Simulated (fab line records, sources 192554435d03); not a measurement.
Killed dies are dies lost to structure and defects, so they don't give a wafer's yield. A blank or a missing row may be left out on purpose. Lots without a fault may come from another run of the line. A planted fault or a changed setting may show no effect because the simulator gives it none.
fab line records | flow n5_finfet
record lots=5 wafers=15 last_day=15
route steps=1938 shown BEOL_M5@1123
lots that met no fault: from a run of the same line without faults
start_h: hours from the record's first day to the start of the lot's first wafer shown | wait_h: hours since the lot's step before | " the same as in the row above | L1.1+2: a row that stands for several wafers | - no value, or no start given | * or withheld: withheld | < > ~ a bound
route shown NAME@n: a module of which the file shows steps, and the number in the route of the first | usual: mean/standard deviation of fault-free wafers | same: alike in all rows | chamber/n: place in a boat | sites: the reading at each site | _std_site: their standard deviation | _edge_site: outer sites' mean less inner sites' | radius_mm: how far each site lies from the wafer's centre | mask NAME#n: copy n | behind: the tool/chamber that last shaped the wafer | hold: why the lot was held/for how many hours/how that ended | device: the transistor (n, p or np) that didn't switch | end of line: the same wafers' tests at the end of the route | a step without rows: its recipe alone | killed: dies lost to structure and defects at the first sort, not the wafer's yield | map: a wafer's dies, x killed, . not, _ none there
set.NAME: the setting as run; set.NAME@STEP: as run at that earlier step | model.NAME: the simulator's own value behind a step, which no gauge read
lots at some steps of the route; a table a step, a row a wafer
services: from which hour (start_h, from the record's first day; less than 0 if before it) a tool's chamber was out of use, for how many hours, and why
## steps
# step N5_BEOL_M5_EXPOSE_08
# recipe mask_id=M5 na=0.33 source_shape=annular sigma_inner=0.4 sigma_outer=0.8 polarization=unpolarized target_cd_nm=28 dose_mj=35.75
# usual focus_offset_nm=0.1/0.58 reticle_temp_C=23.00/0.088
# columns lot.wafer tool chamber start_h wait_h mask focus_offset_nm reticle_temp_C
L075.1 euv_scanner-02 0 178.56 - M5#0 0.0 23.01
L075.2 " 0 " " M5#0 0.3 23.11
L075.5 " 0 " " M5#0 0.4 22.87
L081.1 euv_scanner-01 0 205.27 - M5#0 -0.4 23.21
L081.4 " 0 " " M5#0 -0.7 23.17
L081.5 " 0 " " M5#0 -0.1 23.12
L082.3 euv_scanner-01 0 211.06 - M5#0 -0.1 23.18
L082.4 " 0 " " M5#0 -0.2 23.08
L082.5 " 0 " " M5#0 -0.9 22.98
L084.1 euv_scanner-02 0 227.53 - M5#0 0.7 23.01
L084.3 " 0 " " M5#0 0.4 23.00
L084.6 " 0 " " M5#0 -0.6 23.03
L088.2 euv_scanner-01 0 254.76 - M5#0 0.6 22.84
L088.4 " 0 " " M5#0 -1.4 23.00
L088.5 " 0 " " M5#0 -0.6 22.97
# step N5_BEOL_M5_PEB_09
# recipe peb_temp_c=100 peb_time_s=60 resist=CAR-EUV
# columns lot.wafer tool chamber start_h wait_h
L075.1+2+5 litho_track-04 0 178.62 0.1
L081.1+4+5 litho_track-03 0 205.34 0.1
L082.3+4+5 litho_track-04 0 211.11 0.0
L084.1+3+6 litho_track-03 0 227.59 0.1
L088.2+4+5 litho_track-04 0 254.82 0.0
# step N5_BEOL_M5_DEVELOP_10
# recipe develop_time_s=30 developer=TMAH resist=CAR-EUV rinse_liquid=surfactant_rinse dry=air_spin dev_temp_c=23
# usual developer_temp_C=23.00/0.11
# columns lot.wafer tool chamber start_h wait_h developer_temp_C
L075.1 litho_track-04 0 - - 22.84
L075.2 " 0 " " 22.76
L075.5 " 0 " " 22.71
L081.1 litho_track-03 0 - - 23.12
L081.4 " 0 " " 23.12
L081.5 " 0 " " 23.30
L082.3 litho_track-04 0 - - 22.95
L082.4 " 0 " " 23.07
L082.5 " 0 " " 23.07
L084.1 litho_track-03 0 - - 23.10
L084.3 " 0 " " 23.05
L084.6 " 0 " " 22.84
L088.2 litho_track-04 0 - - 22.82
L088.4 " 0 " " 22.94
L088.5 " 0 " " 22.95
# step N5_BEOL_M5_CD_MEAS_11
# recipe target_cd_nm=27.74 landing_energy_ev=500 detector=se_inlens
# usual cd_nm=27.99/0.24
# columns lot.wafer tool chamber start_h wait_h cd_nm
L075.1 cd_sem-03 0 178.68 - 27.97
L075.2 " 0 " " 27.96
L075.5 " 0 " " 27.93
L081.1 cd_sem-02 0 205.40 - 28.07
L081.4 " 0 " " 27.60
L081.5 " 0 " " 28.15
L082.3 cd_sem-02 0 211.18 - 28.28
L082.4 " 0 " " 28.12
L082.5 " 0 " " 28.11
L084.1 cd_sem-01 0 227.66 - 28.04
L084.3 " 0 " " 27.98
L084.6 " 0 " " 28.44
L088.2 cd_sem-02 0 254.88 - 28.24
L088.4 " 0 " " 27.93
L088.5 " 0 " " 27.83
# step N5_BEOL_M5_OVL_MEAS_12
# recipe points_per_wafer=522
# usual M5_OVL=0.5/0.51
# columns lot.wafer tool chamber start_h wait_h M5_OVL[nm]
L075.1 overlay-02 0 178.71 0.0 -0.8
L075.2 " 0 " " -0.6
L075.5 " 0 " " 0.4
L081.1 overlay-02 0 205.43 0.0 0.7
L081.4 " 0 " " 0.9
L081.5 " 0 " " 0.7
L082.3 overlay-01 0 211.22 0.0 0.2
L082.4 " 0 " " 0.6
L082.5 " 0 " " 0.1
L084.1 overlay-02 0 227.69 0.0 0.6
L084.3 " 0 " " 0.4
L084.6 " 0 " " 1.3
L088.2 overlay-02 0 254.92 0.0 -0.1
L088.4 " 0 " " 0.6
L088.5 " 0 " " 1.5
# step N5_BEOL_M5_INSPECT_13
# recipe mode=adi inspect_instrument=brightfield
# usual raw_defect_count=384/86
# columns lot.wafer tool chamber start_h wait_h raw_defect_count
L075.1 defect_inspect-02 - 178.77 0.1 445
L075.2 " - " " 387
L075.5 " - " " 447
L081.1 defect_inspect-02 - 205.49 0.1 465
L081.4 " - " " 330
L081.5 " - " " 459
L082.3 defect_inspect-02 - 211.27 0.0 269
L082.4 " - " " 240
L082.5 " - " " 275
L084.1 defect_inspect-02 - 227.75 0.1 396
L084.3 " - " " 391
L084.6 " - " " 439
L088.2 defect_inspect-01 - 254.97 0.0 286
L088.4 " - " " 376
L088.5 " - " " 305
# step N5_BEOL_M5_DESCUM_16
# recipe chemistry=O2 time_s=7 source_power_w=50 bias_power_w=20 pressure_mtorr=20 rf_frequency_hz=2.712e+07 temp_c=40 resist=CAR-EUV o2_flow_sccm=225
# usual drypump_motor_current_A=5.5/0.41 o2_flow_sccm=225.1/0.7 oes_product_au=0.79/0.067 rf_vpp_V=243.2/1.5 showerhead_plenum_p_Torr=2.10/0.091 throttle_valve_pct=20.33/0.19
# columns lot.wafer tool chamber start_h wait_h drypump_motor_current_A o2_flow_sccm oes_product_au rf_hours_counter_h rf_vpp_V showerhead_plenum_p_Torr throttle_valve_pct
L075.1 rie_diel-06 1 178.81 0.0 4.7 224.5 0.67 233 242.7 2.07 20.52
L075.2 " 0 " " 5.6 224.8 0.95 14 244.3 2.12 20.06
L075.5 " 1 " " 4.7 224.8 0.68 - 244.9 2.07 20.49
L081.1 rie_diel-05 3 205.53 0.0 5.2 224.0 0.84 53 242.9 2.14 20.39
L081.4 " 0 " " 6.1 224.8 0.82 77 245.7 2.11 20.29
L081.5 " 2 " " 5.1 226.3 0.83 - 244.0 2.21 20.35
L082.3 rie_diel-06 1 211.38 0.1 4.7 225.3 0.67 242 243.4 2.06 20.52
L082.4 " 2 " " 5.4 224.5 0.83 100 245.5 2.23 20.46
L082.5 " 2 " " 5.4 225.4 0.82 - 246.2 2.23 20.48
L084.1 rie_diel-06 0 227.83 0.1 5.7 225.8 0.91 28 243.3 2.11 20.07
L084.3 " 1 " " 4.7 225.1 0.66 247 242.5 2.06 20.53
L084.6 " 3 " " 5.9 224.9 0.78 - 240.4 1.92 20.12
L088.2 rie_diel-06 3 255.05 0.1 5.9 226.6 0.76 164 239.6 1.92 20.12
L088.4 " 2 " " 5.4 224.9 0.81 - 242.6 2.22 20.48
L088.5 " 3 " " 5.9 226.4 0.78 - 240.6 1.92 20.12
# step N5_BEOL_M5_ETCH_72
# recipe chemistry=N2/H2 target=underlayer target_depth_a=65 mask_material=CAR-EUV time_s=5.2 ion_energy_ev=200 pressure_mtorr=30 source_w=840 bias_w=150 n2_flow_sccm=200 h2_flow_sccm=200 ends=cleared
# usual drypump_motor_current_A=5.5/0.41 etch_rf_on_time_s=5.19/0.17 h2_flow_sccm=200.0/0.6 oes_product_au=0.68/0.058 rf_vpp_V=524/3 showerhead_plenum_p_Torr=2.55/0.11 throttle_valve_pct=17.75/0.22
# columns lot.wafer tool chamber start_h wait_h drypump_motor_current_A etch_rf_on_time_s h2_flow_sccm oes_product_au rf_hours_counter_h rf_vpp_V showerhead_plenum_p_Torr throttle_valve_pct
L075.1 rie_diel-06 1 178.84 0.0 4.7 5.39 199.5 0.57 233 524 2.49 17.82
L075.2 " 0 " " 5.7 5.23 199.6 0.82 14 525 2.60 17.52
L075.5 " 1 " " 4.7 5.34 200.0 0.58 - 521 2.49 17.80
L081.1 rie_diel-05 3 205.56 0.0 5.2 5.41 200.0 0.72 53 524 2.61 17.97
L081.4 " 0 " " 6.1 5.22 199.7 0.71 77 527 2.58 17.74
L081.5 " 2 " " 5.1 5.09 200.0 0.72 - 525 2.70 17.76
L082.3 rie_diel-06 1 211.41 0.0 4.7 5.31 200.2 0.57 242 523 2.49 17.83
L082.4 " 2 " " 5.4 4.80 199.6 0.71 100 526 2.67 17.71
L082.5 " 2 " " 5.4 4.88 200.0 0.71 - 529 2.67 17.71
L084.1 rie_diel-06 0 227.87 0.0 5.6 5.26 200.3 0.77 28 525 2.60 17.55
L084.3 " 1 " " 4.7 5.32 200.0 0.57 247 522 2.49 17.84
L084.6 " 3 " " 5.9 5.16 199.8 0.66 - 519 2.32 17.49
L088.2 rie_diel-06 3 255.09 0.0 5.9 5.07 199.4 0.67 164 517 2.32 17.49
L088.4 " 2 " " 5.4 4.86 200.1 0.70 - 526 2.66 17.73
L088.5 " 3 " " 5.9 5.06 199.3 0.66 - 517 2.32 17.50
# step N5_BEOL_M5_ETCH_61
# recipe chemistry=CF4 target=SiARC target_depth_a=156 mask_material=CAR-EUV time_s=26 ion_energy_ev=80 pressure_mtorr=40 source_w=545 bias_w=36 Ar_flow_sccm=100 cf4_flow_sccm=100 ends=cleared
# usual cf4_flow_sccm=100.0/0.32 drypump_motor_current_A=5.5/0.41 etch_rf_on_time_s=25.9/0.79 oes_product_au=0.68/0.057 rf_vpp_V=184.0/1.4 showerhead_plenum_p_Torr=2.14/0.078 throttle_valve_pct=15.50/0.12
# columns lot.wafer tool chamber start_h wait_h cf4_flow_sccm drypump_motor_current_A etch_rf_on_time_s oes_product_au rf_hours_counter_h rf_vpp_V showerhead_plenum_p_Torr throttle_valve_pct
L075.1 rie_diel-06 1 178.86 0.0 100.2 4.7 26.5 0.57 233 182.9 2.12 15.79
L075.2 " 0 " " 99.2 5.6 25.9 0.80 14 185.3 2.19 15.33
L075.5 " 1 " " 100.3 4.7 26.7 0.58 - 183.8 2.12 15.80
L081.1 rie_diel-05 3 205.58 0.0 99.3 5.2 27.4 0.71 53 186.5 2.16 15.40
L081.4 " 0 " " 100.1 6.1 26.2 0.71 77 182.8 2.15 15.46
L081.5 " 2 " " 100.2 5.1 25.8 0.71 - 186.3 2.24 15.35
L082.3 rie_diel-06 1 211.43 0.0 100.3 4.7 26.0 0.58 242 184.6 2.11 15.81
L082.4 " 2 " " 100.7 5.4 24.0 0.72 100 186.8 2.24 15.47
L082.5 " 2 " " 100.2 5.4 23.7 0.72 - 185.5 2.24 15.47
L084.1 rie_diel-06 0 227.88 0.0 99.7 5.6 26.0 0.77 28 185.2 2.19 15.37
L084.3 " 1 " " 99.7 4.7 26.4 0.57 247 183.2 2.11 15.83
L084.6 " 3 " " 99.7 5.9 25.5 0.67 - 182.0 1.99 15.39
L088.2 rie_diel-06 3 255.10 0.0 100.0 5.9 25.3 0.67 164 181.9 1.98 15.39
L088.4 " 2 " " 100.1 5.4 24.3 0.69 - 186.0 2.24 15.52
L088.5 " 3 " " 99.6 5.9 25.6 0.66 - 181.0 1.98 15.39
# step N5_BEOL_M5_ETCH_62
# recipe chemistry=N2/H2 target=SOC target_depth_a=750 overetch_a=150 mask_material=SiARC temp_c=40 time_s=112.5 ion_energy_ev=200 pressure_mtorr=30 source_w=840 bias_w=150 n2_flow_sccm=200 h2_flow_sccm=200
# usual drypump_motor_current_A=5.5/0.41 h2_flow_sccm=200.1/0.59 oes_product_au=0.63/0.052 rf_vpp_V=524/3 showerhead_plenum_p_Torr=2.55/0.11 throttle_valve_pct=17.71/0.22
# columns lot.wafer tool chamber start_h wait_h drypump_motor_current_A h2_flow_sccm oes_product_au rf_hours_counter_h rf_vpp_V showerhead_plenum_p_Torr throttle_valve_pct
L075.1 rie_diel-06 1 178.89 0.0 4.7 199.7 0.54 233 524 2.49 17.78
L075.2 " 0 " " 5.7 199.6 0.75 14 525 2.60 17.50
L075.5 " 1 " " 4.7 200.9 0.54 - 524 2.49 17.78
L081.1 rie_diel-05 3 205.61 0.0 5.2 200.0 0.68 53 524 2.61 17.91
L081.4 " 0 " " 6.0 200.5 0.66 77 525 2.58 17.72
L081.5 " 2 " " 5.1 200.3 0.66 - 528 2.70 17.72
L082.3 rie_diel-06 1 211.46 0.0 4.7 200.2 0.54 242 523 2.49 17.79
L082.4 " 2 " " 5.4 199.4 0.64 100 528 2.67 17.68
L082.5 " 2 " " 5.4 200.4 0.63 - 527 2.67 17.70
L084.1 rie_diel-06 0 227.91 0.0 5.7 199.8 0.72 28 526 2.60 17.50
L084.3 " 1 " " 4.7 199.5 0.54 247 521 2.49 17.80
L084.6 " 3 " " 5.9 199.4 0.61 - 519 2.32 17.42
L088.2 rie_diel-06 3 255.13 0.0 5.9 200.2 0.61 164 517 2.32 17.46
L088.4 " 2 " " 5.4 199.2 0.62 - 527 2.66 17.72
L088.5 " 3 " " 5.9 201.0 0.61 - 517 2.32 17.45
# step N5_BEOL_M5_STRIP_63
# recipe chemistry=N2/H2 temp_c=40 n2_flow_sccm=200 h2_flow_sccm=200 rf_frequency_hz=6e+07
# columns lot.wafer tool chamber start_h wait_h
L075.1+2+5 rie_diel-06 1,0,1 178.99 0.1
L081.1+4+5 rie_diel-05 3,0,2 205.71 0.1
L082.3+4+5 rie_diel-06 1,2,2 211.57 0.1
L084.1+3+6 rie_diel-06 0,1,3 228.02 0.1
L088.2+4+5 rie_diel-06 3,2,3 255.24 0.1
# step N5_BEOL_M5_STRIP_73
# recipe chemistry=N2/H2 temp_c=40 n2_flow_sccm=200 h2_flow_sccm=200 rf_frequency_hz=6e+07
# columns lot.wafer tool chamber start_h wait_h
L075.1+2+5 rie_diel-06 1,0,1 179.00 0.0
L081.1+4+5 rie_diel-05 3,0,2 205.72 0.0
L082.3+4+5 rie_diel-06 1,2,2 211.58 0.0
L084.1+3+6 rie_diel-06 0,1,3 228.03 0.0
L088.2+4+5 rie_diel-06 3,2,3 255.25 0.0
# step N5_BEOL_M5_STRIP_64
# recipe chemistry=CF4 resist=SiARC power_w=300 bias_power_w=75 pressure_mtorr=50 cf4_flow_sccm=150 rf_frequency_hz=6e+07
# usual cf4_flow_sccm=150.0/0.51 drypump_motor_current_A=5.5/0.41 oes_product_au=0.78/0.064 rf_vpp_V=271.1/1.8 showerhead_plenum_p_Torr=1.79/0.064 throttle_valve_pct=13.47/0.13
# columns lot.wafer tool chamber start_h wait_h cf4_flow_sccm drypump_motor_current_A oes_product_au rf_hours_counter_h rf_vpp_V showerhead_plenum_p_Torr throttle_valve_pct
L075.1 rie_diel-06 1 179.01 0.0 150.3 4.7 0.67 233 270.1 1.78 13.81
L075.2 " 0 " " 150.1 5.7 0.93 14 272.3 1.84 13.28
L075.5 " 1 " " 150.6 4.7 0.68 - 269.3 1.78 13.84
L081.1 rie_diel-05 3 205.73 0.0 150.3 5.2 0.85 53 270.5 1.81 13.31
L081.4 " 0 " " 149.4 6.0 0.83 77 272.2 1.80 13.42
L081.5 " 2 " " 150.0 5.1 0.82 - 272.2 1.87 13.32
L082.3 rie_diel-06 1 211.59 0.0 149.7 4.7 0.67 242 270.4 1.78 13.84
L082.4 " 2 " " 150.3 5.4 0.79 100 272.9 1.88 13.47
L082.5 " 2 " " 150.6 5.4 0.79 - 274.6 1.88 13.47
L084.1 rie_diel-06 0 228.04 0.0 149.9 5.6 0.90 28 272.3 1.83 13.31
L084.3 " 1 " " 150.3 4.7 0.67 247 270.9 1.77 13.87
L084.6 " 3 " " 149.8 5.9 0.77 - 268.2 1.67 13.38
L088.2 rie_diel-06 3 255.26 0.0 150.8 5.9 0.76 164 268.3 1.66 13.42
L088.4 " 2 " " 150.3 5.4 0.78 - 273.4 1.87 13.51
L088.5 " 3 " " 150.1 5.9 0.75 - 267.2 1.66 13.39
# step N5_BEOL_M5_HM_OPEN_17
# recipe chemistry=Cl2/BCl3 target_depth_a=200 overetch_a=60 target=TiN mask_material=SOC ion_energy_ev=150 pressure_mtorr=10 icp_w=1000 bias_w=126 Cl2_flow_sccm=53.25 bcl3_flow_sccm=21.75 Ar_flow_sccm=25
# usual drypump_motor_current_A=5.8/0.54 oes_product_au=0.65/0.078 throttle_valve_pct=22.31/0.1
# columns lot.wafer tool chamber start_h wait_h drypump_motor_current_A oes_product_au rf_hours_counter_h throttle_valve_pct
L075.1 rie_metal-01 0 179.05 0.0 5.4 0.69 33 22.30
L075.2 " 1 " " 5.5 0.57 95 22.26
L075.5 " 0 " " 5.4 0.70 - 22.29
L081.1 rie_metal-03 0 205.77 0.0 5.2 0.69 31 22.13
L081.4 " 1 " " 6.6 0.67 - 22.33
L081.5 " 0 " " 5.2 0.69 - 22.14
L082.3 rie_metal-03 0 211.66 0.1 5.2 0.67 - 22.14
L082.4 " 1 " " 6.6 0.67 - 22.37
L082.5 " 1 " " 6.6 0.67 - 22.37
L084.1 rie_metal-01 1 228.08 0.0 5.5 0.57 99 22.24
L084.3 " 0 " " 5.4 0.69 - 22.33
L084.6 " 1 " " 5.5 0.56 - 22.28
L088.2 rie_metal-03 1 255.30 0.0 6.6 0.66 46 22.35
L088.4 " 0 " " 5.2 0.69 - 22.12
L088.5 " 0 " " 5.3 0.67 - 22.16
# step N5_BEOL_M5_STRIP_19
# recipe chemistry=O2 power_w=400 temp_c=40 pressure_mtorr=30 rf_frequency_hz=6e+07 bias_power_w=0 overash_fraction=0.2 o2_flow_sccm=225
# usual drypump_motor_current_A=5.5/0.41 o2_flow_sccm=224.9/0.75 oes_product_au=0.80/0.065 rf_vpp_V=3.6/0.49 showerhead_plenum_p_Torr=2.11/0.083 throttle_valve_pct=16.58/0.16
# columns lot.wafer tool chamber start_h wait_h drypump_motor_current_A o2_flow_sccm oes_product_au rf_hours_counter_h rf_vpp_V showerhead_plenum_p_Torr throttle_valve_pct
L075.1 rie_diel-06 2 179.16 0.1 5.4 224.4 0.83 90 3.1 2.23 16.67
L075.2 " 1 " " 4.7 223.9 0.67 233 3.9 2.07 16.81
L075.5 " 1 " " 4.7 224.5 0.68 - 3.2 2.07 16.81
L081.1 rie_diel-05 1 205.91 0.1 5.8 224.8 0.88 46 4.2 2.15 16.71
L081.4 " 3 " " 5.2 225.4 0.84 53 3.1 2.14 16.57
L081.5 " 3 " " 5.1 222.2 0.84 - 3.0 2.14 16.59
L082.3 rie_diel-06 0 211.74 0.1 5.7 225.6 0.93 23 4.1 2.12 16.29
L082.4 " 2 " " 5.4 223.4 0.82 100 4.0 2.23 16.68
L082.5 " 1 " " 4.7 225.5 0.66 - 3.9 2.07 16.84
L084.1 rie_diel-05 3 228.20 0.1 5.2 225.7 0.82 60 3.7 2.14 16.62
L084.3 " 0 " " 6.0 225.0 0.83 83 3.9 2.11 16.56
L084.6 " 3 " " 5.2 225.6 0.84 - 3.6 2.14 16.59
L088.2 rie_diel-05 0 255.41 0.1 6.0 224.3 0.81 91 4.0 2.11 16.58
L088.4 " 1 " " 5.8 225.8 0.85 62 3.5 2.14 16.73
L088.5 " 3 " " 5.2 226.3 0.81 - 3.2 2.13 16.62
# step N5_BEOL_M5_CD_MEAS_18
# recipe pitch_nm=56 target_cd_nm=28
# usual cd_nm=28.0/0.46
# columns lot.wafer tool chamber start_h wait_h cd_nm
L075.1 cd_sem-02 - 179.23 0.0 28.1
L075.2 " - " " 28.4
L075.5 " - " " 28.2
L081.1 cd_sem-03 - 205.98 0.0 28.6
L081.4 " - " " 28.5
L081.5 " - " " 27.3
L082.3 cd_sem-03 - 211.81 0.1 27.8
L082.4 " - " " 28.1
L082.5 " - " " 28.1
L084.1 cd_sem-03 - 228.27 0.0 28.4
L084.3 " - " " 28.0
L084.6 " - " " 27.6
L088.2 cd_sem-01 - 255.48 0.1 27.9
L088.4 " - " " 27.7
L088.5 " - " " 26.9
# step N5_BEOL_M5_COAT_65
# recipe resist=SOC temp_c=250 time_s=60 spin_rpm=1500 resist_thk_nm=60
# usual dispense_pressure_kPa=53.8/2.3 spin_speed_rpm=1500.0/0.93
# columns lot.wafer tool chamber start_h wait_h dispense_pressure_kPa spin_speed_rpm
L075.1 litho_track-04 0 179.30 0.1 54.5 1501.5
L075.2 " 0 " " 54.6 1500.3
L075.5 " 0 " " 54.5 1500.7
L081.1 litho_track-04 0 206.34 0.4 54.5 1500.6
L081.4 " 0 " " 54.5 1499.8
L081.5 " 0 " " 54.4 1499.4
L082.3 litho_track-01 0 212.03 0.2 50.3 1499.2
L082.4 " 0 " " 50.3 1501.0
L082.5 " 0 " " 50.2 1498.6
L084.1 litho_track-03 0 228.33 0.1 56.0 1498.1
L084.3 " 0 " " 56.0 1501.2
L084.6 " 0 " " 56.0 1500.1
L088.2 litho_track-04 0 255.52 0.0 54.5 1500.5
L088.4 " 0 " " 54.5 1499.5
L088.5 " 0 " " 54.5 1499.6
# step N5_BEOL_M5_COAT_66
# recipe resist=SiARC temp_c=220 time_s=60 spin_rpm=1500 resist_thk_nm=12
# usual dispense_pressure_kPa=53.7/2.3 spin_speed_rpm=1500.0/0.91
# columns lot.wafer tool chamber start_h wait_h dispense_pressure_kPa spin_speed_rpm
L075.1 litho_track-04 0 - - 54.5 1500.3
L075.2 " 0 " " 54.5 1501.2
L075.5 " 0 " " 54.6 1500.3
L081.1 litho_track-04 0 - - 54.6 1500.3
L081.4 " 0 " " 54.5 1497.9
L081.5 " 0 " " 54.5 1499.4
L082.3 litho_track-01 0 - - 50.1 1499.6
L082.4 " 0 " " 50.2 1500.0
L082.5 " 0 " " 50.1 1497.2
L084.1 litho_track-03 0 - - 55.8 1499.6
L084.3 " 0 " " 55.8 1499.9
L084.6 " 0 " " 55.8 1501.5
L088.2 litho_track-04 0 - - 54.6 1501.9
L088.4 " 0 " " 54.6 1498.1
L088.5 " 0 " " 54.5 1499.6
# step N5_BEOL_M5_COAT_74
# recipe resist=underlayer temp_c=205 time_s=60 spin_rpm=1500 resist_thk_nm=5
# usual dispense_pressure_kPa=53.8/2.3 spin_speed_rpm=1499.9/1
# columns lot.wafer tool chamber start_h wait_h dispense_pressure_kPa spin_speed_rpm
L075.1 litho_track-04 0 - - 54.5 1498.6
L075.2 " 0 " " 54.5 1499.2
L075.5 " 0 " " 54.5 1500.8
L081.1 litho_track-04 0 - - 54.6 1500.1
L081.4 " 0 " " 54.6 1499.7
L081.5 " 0 " " 54.5 1501.1
L082.3 litho_track-01 0 - - 50.2 1502.2
L082.4 " 0 " " 50.3 1500.8
L082.5 " 0 " " 50.2 1500.4
L084.1 litho_track-03 0 - - 55.9 1501.6
L084.3 " 0 " " 55.9 1501.3
L084.6 " 0 " " 55.9 1501.9
L088.2 litho_track-04 0 - - 54.5 1499.9
L088.4 " 0 " " 54.6 1496.8
L088.5 " 0 " " 54.6 1499.5
# step N5_BEOL_M5_COAT_22
# recipe resist=CAR-EUV spin_rpm=1500 resist_thk_nm=30
# usual dispense_pressure_kPa=53.8/2.3 spin_speed_rpm=1500.1/0.88
# columns lot.wafer tool chamber start_h wait_h dispense_pressure_kPa spin_speed_rpm
L075.1 litho_track-04 0 - - 54.5 1501.2
L075.2 " 0 " " 54.6 1499.9
L075.5 " 0 " " 54.6 1501.2
L081.1 litho_track-04 0 - - 54.6 1502.0
L081.4 " 0 " " 54.6 1500.4
L081.5 " 0 " " 54.6 1500.9
L082.3 litho_track-01 0 - - 50.4 1501.7
L082.4 " 0 " " 50.4 1501.5
L082.5 " 0 " " 50.4 1499.9
L084.1 litho_track-03 0 - - 56.0 1498.3
L084.3 " 0 " " 56.1 1499.0
L084.6 " 0 " " 56.0 1501.0
L088.2 litho_track-04 0 - - 54.5 1500.3
L088.4 " 0 " " 54.5 1499.8
L088.5 " 0 " " 54.5 1498.6
# step N5_BEOL_M5_EBR_24
# recipe solvent=PGMEA ebr_width_mm=1.5
# columns lot.wafer tool chamber start_h wait_h
L075.1+2+5 litho_track-04 0 - -
L081.1+4+5 litho_track-04 0 - -
L082.3+4+5 litho_track-01 0 - -
L084.1+3+6 litho_track-03 0 - -
L088.2+4+5 litho_track-04 0 - -
# step N5_BEOL_M5_SOFTBAKE_23
# recipe temp_c=110 time_s=60 resist=CAR-EUV
# columns lot.wafer tool chamber start_h wait_h
L075.1+2+5 litho_track-04 0 - -
L081.1+4+5 litho_track-04 0 - -
L082.3+4+5 litho_track-01 0 - -
L084.1+3+6 litho_track-03 0 - -
L088.2+4+5 litho_track-04 0 - -
# step N5_BEOL_M5_EXPOSE_25
# recipe mask_id=V4 na=0.33 source_shape=quasar sigma_inner=0.2 sigma_outer=0.6 polarization=unpolarized defocus_nm=10 dose_mj=52.75
# usual reticle_temp_C=23.00/0.11
# columns lot.wafer tool chamber start_h wait_h mask reticle_temp_C
L075.1 euv_scanner-02 0 179.43 - V4#0 23.04
L075.2 " 0 " " V4#0 22.95
L075.5 " 0 " " V4#0 23.11
L081.1 euv_scanner-01 0 206.47 - V4#0 23.09
L081.4 " 0 " " V4#0 22.95
L081.5 " 0 " " V4#0 22.91
L082.3 euv_scanner-01 0 212.18 - V4#0 23.00
L082.4 " 0 " " V4#0 23.07
L082.5 " 0 " " V4#0 23.06
L084.1 euv_scanner-01 0 228.47 - V4#0 23.17
L084.3 " 0 " " V4#0 23.03
L084.6 " 0 " " V4#0 22.93
L088.2 euv_scanner-01 0 255.79 - V4#0 23.03
L088.4 " 0 " " V4#0 23.05
L088.5 " 0 " " V4#0 22.98
# step N5_BEOL_M5_PEB_26
# recipe peb_temp_c=100 peb_time_s=60 resist=CAR-EUV
# columns lot.wafer tool chamber start_h wait_h
L075.1+2+5 litho_track-03 0 179.51 0.1
L081.1+4+5 litho_track-03 0 206.54 0.1
L082.3+4+5 litho_track-04 0 212.24 0.0
L084.1+3+6 litho_track-01 0 228.54 0.1
L088.2+4+5 litho_track-04 0 255.85 0.1
# step N5_BEOL_M5_DEVELOP_27
# recipe develop_time_s=30 developer=TMAH resist=CAR-EUV rinse_liquid=surfactant_rinse dry=air_spin dev_temp_c=23
# usual developer_temp_C=23.00/0.092
# columns lot.wafer tool chamber start_h wait_h developer_temp_C
L075.1 litho_track-03 0 - - 23.00
L075.2 " 0 " " 22.99
L075.5 " 0 " " 23.06
L081.1 litho_track-03 0 - - 22.90
L081.4 " 0 " " 22.91
L081.5 " 0 " " 22.92
L082.3 litho_track-04 0 - - 22.83
L082.4 " 0 " " 22.80
L082.5 " 0 " " 22.86
L084.1 litho_track-01 0 - - 23.01
L084.3 " 0 " " 23.00
L084.6 " 0 " " 22.91
L088.2 litho_track-04 0 - - 23.04
L088.4 " 0 " " 23.17
L088.5 " 0 " " 23.10
# step N5_BEOL_M5_CD_MEAS_28
# recipe target_cd_nm=30.6 landing_energy_ev=500 detector=se_inlens target_cd_y_nm=20 polarity=opening
# usual cd_nm=30.5/0.34
# columns lot.wafer tool chamber start_h wait_h cd_nm
L075.1 cd_sem-01 0 179.57 - 30.0
L075.2 " 0 " " 30.3
L075.5 " 0 " " 30.3
L081.1 cd_sem-03 0 206.61 - 30.5
L081.4 " 0 " " 29.9
L081.5 " 0 " " 30.2
L082.3 cd_sem-01 0 212.31 - 31.0
L082.4 " 0 " " 30.6
L082.5 " 0 " " 30.5
L084.1 cd_sem-02 0 228.61 - 30.9
L084.3 " 0 " " 30.6
L084.6 " 0 " " 30.9
L088.2 cd_sem-03 0 255.92 - 30.3
L088.4 " 0 " " 30.6
L088.5 " 0 " " 30.8
# step N5_BEOL_M5_OVL_MEAS_29
# recipe points_per_wafer=522
# usual V4_OVL=0.3/0.68
# columns lot.wafer tool chamber start_h wait_h V4_OVL[nm]
L075.1 overlay-01 0 179.60 0.0 0.1
L075.2 " 0 " " 0.1
L075.5 " 0 " " 0.2
L081.1 overlay-02 0 206.64 0.0 0.6
L081.4 " 0 " " 1.0
L081.5 " 0 " " 1.1
L082.3 overlay-02 0 212.35 0.0 1.3
L082.4 " 0 " " 0.9
L082.5 " 0 " " 0.9
L084.1 overlay-01 0 228.64 0.0 0.9
L084.3 " 0 " " 0.4
L084.6 " 0 " " -0.2
L088.2 overlay-01 0 255.96 0.0 -0.1
L088.4 " 0 " " 0.9
L088.5 " 0 " " -0.7
# step N5_BEOL_M5_INSPECT_30
# recipe mode=adi inspect_instrument=brightfield
# usual raw_defect_count=380/80
# columns lot.wafer tool chamber start_h wait_h raw_defect_count
L075.1 defect_inspect-01 - 179.66 0.1 394
L075.2 " - " " 375
L075.5 " - " " 399
L081.1 defect_inspect-01 - 206.70 0.1 435
L081.4 " - " " 312
L081.5 " - " " 398
L082.3 defect_inspect-02 - 212.40 0.0 281
L082.4 " - " " 239
L082.5 " - " " 273
L084.1 defect_inspect-01 - 228.69 0.1 357
L084.3 " - " " 355
L084.6 " - " " 409
L088.2 defect_inspect-01 - 256.01 0.0 289
L088.4 " - " " 356
L088.5 " - " " 315
## services
# columns tool chamber start_h hours kind
euv_scanner-01 - 170.35 0.8 repair
euv_scanner-01 - 173.14 1.0 pm
euv_scanner-02 0 183.72 - calibration
rie_metal-01 - 195.47 1.3 repair
euv_scanner-02 - 202.43 0.7 repair
rie_diel-05 2 208.68 3.8 repair
euv_scanner-02 - 210.53 1.0 pm
litho_track-04 - 212.76 - consumable_replace:filter
euv_scanner-01 0 212.90 - calibration
euv_scanner-01 - 217.40 0.2 repair
rie_diel-05 0 221.63 2.8 repair
euv_scanner-01 - 229.29 1.0 pm
euv_scanner-01 - 236.73 4.6 pm
rie_diel-06 1 237.52 - clean
rie_diel-06 1 237.52 - consumable_replace:focus_ring
rie_diel-06 1 237.52 21.4 scheduled_down
rie_diel-06 1 237.52 21.4 vent_cycle
## key
fault none
